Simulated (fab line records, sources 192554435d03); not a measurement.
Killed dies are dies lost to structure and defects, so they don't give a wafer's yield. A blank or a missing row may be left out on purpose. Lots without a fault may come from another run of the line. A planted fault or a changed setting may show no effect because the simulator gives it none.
Split-lot experiment | flow n5_finfet | 7 lots, 39 wafers read, on a route of 1938 steps

THE SPLIT
At N5_DUMMY_GATE_CVD_03 (deposits a-Si from SiH4, target thk 150 nm, time 8042 s), the setting temp_c was moved away from the recipe's 530 C on 30 of the 39 wafers read, by -3.6% to +4.0%. The other wafers ran this setting at the recipe's value.

The reading is taken at the split's own step.

THE READING
a-Si_of_DUMMY_GATE_CVD_03.thk_nm (the simulator's own value, which no gauge read), in nm, at N5_DUMMY_GATE_CVD_03 (deposits a-Si from SiH4, target thk 150 nm, time 8042 s). The file gives no usual value for it. The 9 wafers here that ran the recipe average 148.9 nm, standard deviation 0.66 nm.

wafer  | tool, chamber at the split | temp_c as run, C | against the recipe | a-Si_of_DUMMY_GATE_CVD_03.thk_nm, nm | against lot-mates on the recipe
L075.1 | -, -                       | 541.8            | +2.2%              | 206                                  | no lot-mate on the recipe
L075.2 | -, -                       | 541.8            | +2.2%              | 204.4                                | no lot-mate on the recipe
L075.3 | -, -                       | 541.8            | +2.2%              | 205.2                                | no lot-mate on the recipe
L075.4 | -, -                       | 541.8            | +2.2%              | 205                                  | no lot-mate on the recipe
L075.5 | -, -                       | 541.8            | +2.2%              | 206.6                                | no lot-mate on the recipe
L075.6 | -, -                       | 541.8            | +2.2%              | 205.8                                | no lot-mate on the recipe
L083.1 | -, -                       | 523.6            | -1.2%              | 124.4                                | no lot-mate on the recipe
L083.2 | -, -                       | 523.6            | -1.2%              | 123.8                                | no lot-mate on the recipe
L083.5 | -, -                       | 523.6            | -1.2%              | 123.8                                | no lot-mate on the recipe
L083.3 | -, -                       | 523.6            | -1.2%              | 123.4                                | no lot-mate on the recipe
L083.4 | -, -                       | 523.6            | -1.2%              | 124.2                                | no lot-mate on the recipe
L083.6 | -, -                       | 523.6            | -1.2%              | 123                                  | no lot-mate on the recipe
L084.1 | -, -                       | 516              | -2.6%              | 99                                   | no lot-mate on the recipe
L084.2 | -, -                       | 516              | -2.6%              | 99.4                                 | no lot-mate on the recipe
L084.4 | -, -                       | 516              | -2.6%              | 99.4                                 | no lot-mate on the recipe
L084.3 | -, -                       | 516              | -2.6%              | 98.8                                 | no lot-mate on the recipe
L084.5 | -, -                       | 516              | -2.6%              | 98.6                                 | no lot-mate on the recipe
L084.6 | -, -                       | 516              | -2.6%              | 97.2                                 | no lot-mate on the recipe
L090.1 | -, -                       | 530              | recipe             | 148.8                                | -
L090.5 | -, -                       | 530              | recipe             | 148.8                                | -
L090.6 | -, -                       | 530              | recipe             | 148.8                                | -
L090.2 | -, -                       | 530              | recipe             | 149.6                                | -
L090.3 | -, -                       | 530              | recipe             | 150.4                                | -
L090.4 | -, -                       | 530              | recipe             | 148.4                                | -
L093.1 | lpcvd-02, 1/90             | 530              | recipe             | 148                                  | -
L093.3 | lpcvd-02, 1/100            | 530              | recipe             | 149                                  | -
L093.4 | lpcvd-02, 1/104            | 530              | recipe             | 148.6                                | -
L096.1 | -, -                       | 551              | +4.0%              | 265.4                                | no lot-mate on the recipe
L096.3 | -, -                       | 551              | +4.0%              | 265.4                                | no lot-mate on the recipe
L096.2 | -, -                       | 551              | +4.0%              | 265                                  | no lot-mate on the recipe
L096.4 | -, -                       | 551              | +4.0%              | 264.6                                | no lot-mate on the recipe
L096.5 | -, -                       | 551              | +4.0%              | 265.6                                | no lot-mate on the recipe
L096.6 | -, -                       | 551              | +4.0%              | 266.8                                | no lot-mate on the recipe
L097.1 | -, -                       | 510.9            | -3.6%              | 87                                   | no lot-mate on the recipe
L097.3 | -, -                       | 510.9            | -3.6%              | 87                                   | no lot-mate on the recipe
L097.5 | -, -                       | 510.9            | -3.6%              | 87                                   | no lot-mate on the recipe
L097.2 | -, -                       | 510.9            | -3.6%              | 87.4                                 | no lot-mate on the recipe
L097.4 | -, -                       | 510.9            | -3.6%              | 87.4                                 | no lot-mate on the recipe
L097.6 | -, -                       | 510.9            | -3.6%              | 87.4                                 | no lot-mate on the recipe

THE FIT
A straight line over all 39 wafers: a-Si_of_DUMMY_GATE_CVD_03.thk_nm changes by +23.4 nm for each +1% of temp_c; r = +0.99; the points scatter about the line by 9.7 nm.
Too few moved wafers have a lot-mate on the recipe to fit a line with each lot's own level taken away.

THE FILE'S OWN FIT
a-Si_of_DUMMY_GATE_CVD_03.thk_nm changes by +23.4 nm for each +1% of temp_c, r = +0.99.
